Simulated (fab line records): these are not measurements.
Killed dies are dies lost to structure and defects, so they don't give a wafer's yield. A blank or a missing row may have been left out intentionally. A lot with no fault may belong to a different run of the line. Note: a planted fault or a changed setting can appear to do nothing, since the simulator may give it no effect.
Matching of chambers | flow n5_finfet | rie_diel-01 running N5_BEOL_M14_TRENCH_ETCH_34: 4 sister chambers
The step etches SiO2 in C4F8/O2/Ar, target depth 556.65 nm, time 126.9 s. 14 wafers are shown with their chamber, then 7 later ones without.

WAFERS PAIRED WITH THEIR CHAMBERS
wafer  | chamber | rf_vpp_V (V) | drypump_motor_current_A (A) | throttle_valve_pct (%)
L074.2 | 0       | 2249         | 5.2                         | 30.82
L074.3 | 3       | 2244         | 5.6                         | 31.31
L074.5 | 1       | 2179         | 6.0                         | 31.50
L084.3 | 0       | 2248         | 5.2                         | 30.85
L084.4 | 1       | 2178         | 6.0                         | 31.53
L084.5 | 1       | 2179         | 6.0                         | 31.53
L086.2 | 0       | 2247         | 5.2                         | 30.85
L086.3 | 1       | 2179         | 6.0                         | 31.53
L086.5 | 1       | 2178         | 6.0                         | 31.53
L088.3 | 1       | 2179         | 6.0                         | 31.52
L088.4 | 2       | 2286         | 6.3                         | 31.16
L088.6 | 3       | 2240         | 5.5                         | 31.35
L091.1 | 0       | 2248         | 5.2                         | 30.83
L091.2 | 3       | 2242         | 5.5                         | 31.35

SIGNATURES (averages over the wafers above)
reading                 | chamber 0 | chamber 1 | chamber 2 | chamber 3 | scatter within a chamber
rf_vpp_V                | 2248.00   | 2178.67   | 2286.00   | 2242.00   | 1.06
drypump_motor_current_A | 5.200     | 6.000     | 6.300     | 5.533     | 0.0258
throttle_valve_pct      | 30.8375   | 31.5233   | 31.1600   | 31.3367   | 0.0157
Rule: a wafer lies at a distance from a chamber equal to the root of the sum of squares, over the readings, of (its reading less the chamber's mean, divided by the reading's scatter). If the next closest chamber is less than 2 further off than the closest, the wafer can't be placed; otherwise it belongs to the closest. The scatter: the root of (the sum of the squares of (reading less its chamber's mean) over the shown wafers, divided by (wafers less chambers)).

WAFERS MISSING THEIR CHAMBER
wafer  | rf_vpp_V (V) | drypump_motor_current_A (A) | throttle_valve_pct (%)
L091.5 | 2287         | 6.3                         | 31.15
L090.3 | 2242         | 5.6                         | 31.37
L090.4 | 2246         | 5.2                         | 30.86
L090.5 | 2245         | 5.3                         | 30.85
L095.1 | 2247         | 5.2                         | 30.87
L095.2 | 2286         | 6.3                         | 31.15
L095.3 | 2177         | 6.0                         | 31.56

CHAMBER TAKEN BY EACH
wafer  | from the rows above | in truth
L091.5 | 2                   | 2
L090.3 | 3                   | 3
L090.4 | 0                   | 0
L090.5 | 0                   | 0
L095.1 | 0                   | 0
L095.2 | 2                   | 2
L095.3 | 1                   | 1
Correctly placed: 7 of 7. Can't be placed from these rows: 0. 0 placed wrongly.
